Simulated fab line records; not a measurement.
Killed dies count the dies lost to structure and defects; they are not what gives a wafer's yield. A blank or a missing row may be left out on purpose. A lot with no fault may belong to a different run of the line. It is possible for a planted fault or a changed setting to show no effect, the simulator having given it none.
Matching of chambers	flow n5 finfet	ald metal-01 running N5_BEOL_M9_ALD_74: 4 sister chambers
The step deposits TaN, target thk 2 nm, pulse time 2 s, purge time 3 s. 8 wafers are shown with their chamber, then 8 later ones without.

## WAFERS, EACH WITH ITS CHAMBER
wafer	chamber	heater power w (W)	heater power outer w (W)
L074.6	0	398	228
L075.4	0	395	222
L081.3	3	412	227
L081.5	3	412	234
L090.3	2	357	192
L090.5	2	351	196
L090.6	1	524	280
L091.2	1	512	279

## WAFERS WITHOUT THEIR CHAMBER
wafer	heater power w (W)	heater power outer w (W)
L091.4	404	224
L091.5	365	204
L095.3	404	230
L095.4	417	238
L095.5	355	200
L097.1	357	199
L097.2	397	232
L097.3	520	285

## WHICH CHAMBER EACH ONE RAN IN
wafer	from the rows above	in truth
L091.4	can't be placed: 0 or 3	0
L091.5	2	2
L095.3	can't be placed: 3 or 0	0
L095.4	3	3
L095.5	2	2
L097.1	2	2
L097.2	can't be placed: 0 or 3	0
L097.3	1	1
5 of 8 placed correctly. From these rows, 3 cannot be placed; in 3 the true chamber is one of the candidates. Number placed wrongly: 0.
How it was worked out, from the rows above alone: a wafer's distance from a chamber is the root of the sum, over the readings, of the square of ((its reading less the chamber's mean) divided by the reading's scatter). The wafer belongs to the nearest chamber; if the next one is less than 2 further off, it can't be placed. A chamber's mean is the mean of its shown wafers. The scatter: take each reading less its chamber's mean, square it, sum over the shown wafers, divide by the number of wafers less the number of chambers, and take the root.
